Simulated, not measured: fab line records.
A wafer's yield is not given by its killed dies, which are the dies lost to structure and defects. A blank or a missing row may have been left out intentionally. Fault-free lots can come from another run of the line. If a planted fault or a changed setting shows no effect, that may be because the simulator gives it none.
What tool caused it? ; flow nand_harc ; 14 lots with 42 wafers sampled at 5 steps, on a route of 1302 steps

== WHAT EACH GAUGE READ, for each wafer ==
NHARC_A_SOURCE_PLATE_INSPECT_08.
lot;measured;on;raw_defect_count
L640;day 7 11:49;defect_inspect-01;34 54 41
L641;day 7 21:49;defect_inspect-01;54 64 136
L642;day 8 12:46;defect_inspect-02;56 42 34
L643;day 8 19:23;defect_inspect-02;65 53 69
L645;day 9 18:52;defect_inspect-02;30 63 39
L646;day 10 13:58;defect_inspect-01;33 69 49
L648;day 11 00:53;defect_inspect-02;35 74 56
L653;day 12 21:11;defect_inspect-02;45 29 33
L654;day 13 16:49;defect_inspect-02;49 51 57
L656;day 14 16:56;defect_inspect-01;98 90 87
L660;day 16 01:23;defect_inspect-02;54 45 55
L661;day 16 20:20;defect_inspect-02;62 164 45
L662;day 17 07:04;defect_inspect-01;39 40 63
L663;day 17 11:44;defect_inspect-02;60 114 62

NHARC_A_ONON_D1_THK_MEAS_24: measures by ellipsometry.
lot;measured;on;thk_nm (nm)
L640;day 7 23:52;film_metro-02;993 993 993
L641;day 8 09:37;film_metro-02;1000 1001 1002
L642;day 9 03:58;film_metro-01;995 995 996
L643;day 9 07:30;film_metro-01;992 992 992
L645;day 10 09:23;film_metro-01;992 993 992
L646;day 11 01:44;film_metro-01;1021 1023 1022
L648;day 11 15:17;film_metro-01;1007 1007 1007
L653;day 13 10:26;film_metro-02;918 918 996
L654;day 14 04:51;film_metro-02;918 999 999
L656;day 15 05:09;film_metro-01;994 996 996
L660;day 16 12:55;film_metro-02;1029 1030 1031
L661;day 17 09:27;film_metro-01;1005 1005 1006
L662;day 17 18:52;film_metro-01;1008 1010 1008
L663;day 17 23:29;film_metro-02;1007 1007 1006

NHARC_A_ONON_D1_INSPECT_32.
lot;measured;on;raw_defect_count
L640;day 8 01:34;defect_inspect-02;56 66 62
L641;day 8 11:18;defect_inspect-02;77 80 149
L642;day 9 05:37;defect_inspect-02;70 52 46
L643;day 9 09:12;defect_inspect-01;71 69 75
L645;day 10 11:02;defect_inspect-01;39 68 41
L646;day 11 03:34;defect_inspect-02;43 76 57
L648;day 11 16:57;defect_inspect-02;57 87 63
L653;day 13 12:07;defect_inspect-02;56 41 33
L654;day 14 06:31;defect_inspect-02;66 75 82
L656;day 15 06:58;defect_inspect-01;111 95 97
L660;day 16 14:35;defect_inspect-02;62 69 61
L661;day 17 11:07;defect_inspect-01;76 184 76
L662;day 17 20:32;defect_inspect-02;53 52 83
L663;day 18 01:10;defect_inspect-02;60 119 67

== EACH LOT AND THE TOOL THAT RAN IT (in order: tool; ch and the chambers of the sampled wafers; start) ==
lot;NHARC_A_ONON_D1_DEP_22;NHARC_A_ONON_D1_DEP_33
L640;pecvd_onon-01 ch 0, day 7 23:25;pecvd-01 ch 1,2, day 8 01:04
L641;pecvd_onon-02 ch 0, day 8 09:13;pecvd-01 ch 0,1,2, day 8 10:52
L642;pecvd_onon-03 ch 0, day 9 03:26;pecvd-02 ch 1,2, day 9 05:11
L643;pecvd_onon-03 ch 0, day 9 06:59;pecvd-04 ch 0,2, day 9 08:47
L645;pecvd_onon-01 ch 0, day 10 08:52;pecvd-01 ch 0,1, day 10 10:34
L646;pecvd_onon-03 ch 0, day 11 01:14;pecvd-04 ch 0,2, day 11 02:56
L648;pecvd_onon-01 ch 0, day 11 14:46;pecvd-02 ch 0,1,2, day 11 16:28
L653;pecvd_onon-02 ch 0, day 13 09:55;pecvd-04 ch 0,1, day 13 11:40
L654;pecvd_onon-02 ch 0, day 14 04:21;pecvd-02 ch 0,1,2, day 14 06:05
L656;pecvd_onon-01 ch 0, day 15 04:39;pecvd-04 ch 1,2, day 15 06:35
L660;pecvd_onon-01 ch 0, day 16 12:23;pecvd-04 ch 0,1,2, day 16 14:09
L661;pecvd_onon-02 ch 0, day 17 09:00;pecvd-02 ch 1,2, day 17 10:38
L662;pecvd_onon-02 ch 0, day 17 18:21;pecvd-04 ch 0,1, day 17 20:03
L663;pecvd_onon-02 ch 0, day 17 22:58;pecvd-04 ch 0,1,2, day 18 00:40
- NHARC_A_ONON_D1_DEP_22: target thk 1000 nm.
- NHARC_A_ONON_D1_DEP_33: deposits SiO2, target thk 200 nm.

== WHAT THE TOOLS THEMSELVES READ (means of the sampled wafers that have a number; where no wafer has one, the mark that the record gives instead) ==
NHARC_A_ONON_D1_DEP_33.
lot;tool;heater_power_w (W);throttle_valve_pct (%)
L640;pecvd-01;638;15.7
L641;pecvd-01;557;16.0
L642;pecvd-02;512;16.8
L643;pecvd-04;491;16.1
L645;pecvd-01;614;15.8
L646;pecvd-04;498;16.3
L648;pecvd-02;534;16.0
L653;pecvd-04;534;15.8
L654;pecvd-02;541;16.1
L656;pecvd-04;522;16.1
L660;pecvd-04;482;16.0
L661;pecvd-02;517;16.7
L662;pecvd-04;481;16.0
L663;pecvd-04;513;16.2

== THE ANSWER, worked out from the rows above alone ==
Rule: the lots themselves supply what counts as usual. Put in order of their means at a reading, lots are off if they are a third of the lots or fewer, leave a main group of 4 or more, and stand apart from it by a gap of 3 or more times the standard deviation of the main group's means; of several such gaps the widest counts. If all means in a main group match to the digits the tables above print for the reading, that group is not used. Also off: a lot with no number at a reading for which 4 or more lots have one. The other lots that the step has rows for count as sound. The gauges are gone through in route order, then the tools' own readings, and for those a lot's mean is taken as printed above. The first step at which some lot is off is used, and at that step the reading that is off furthest; a lot without a number counts as furthest.
Nothing can be told from this: no lot is off at any reading shown.

== WHAT THE SIMULATOR HAD PUT IN ==
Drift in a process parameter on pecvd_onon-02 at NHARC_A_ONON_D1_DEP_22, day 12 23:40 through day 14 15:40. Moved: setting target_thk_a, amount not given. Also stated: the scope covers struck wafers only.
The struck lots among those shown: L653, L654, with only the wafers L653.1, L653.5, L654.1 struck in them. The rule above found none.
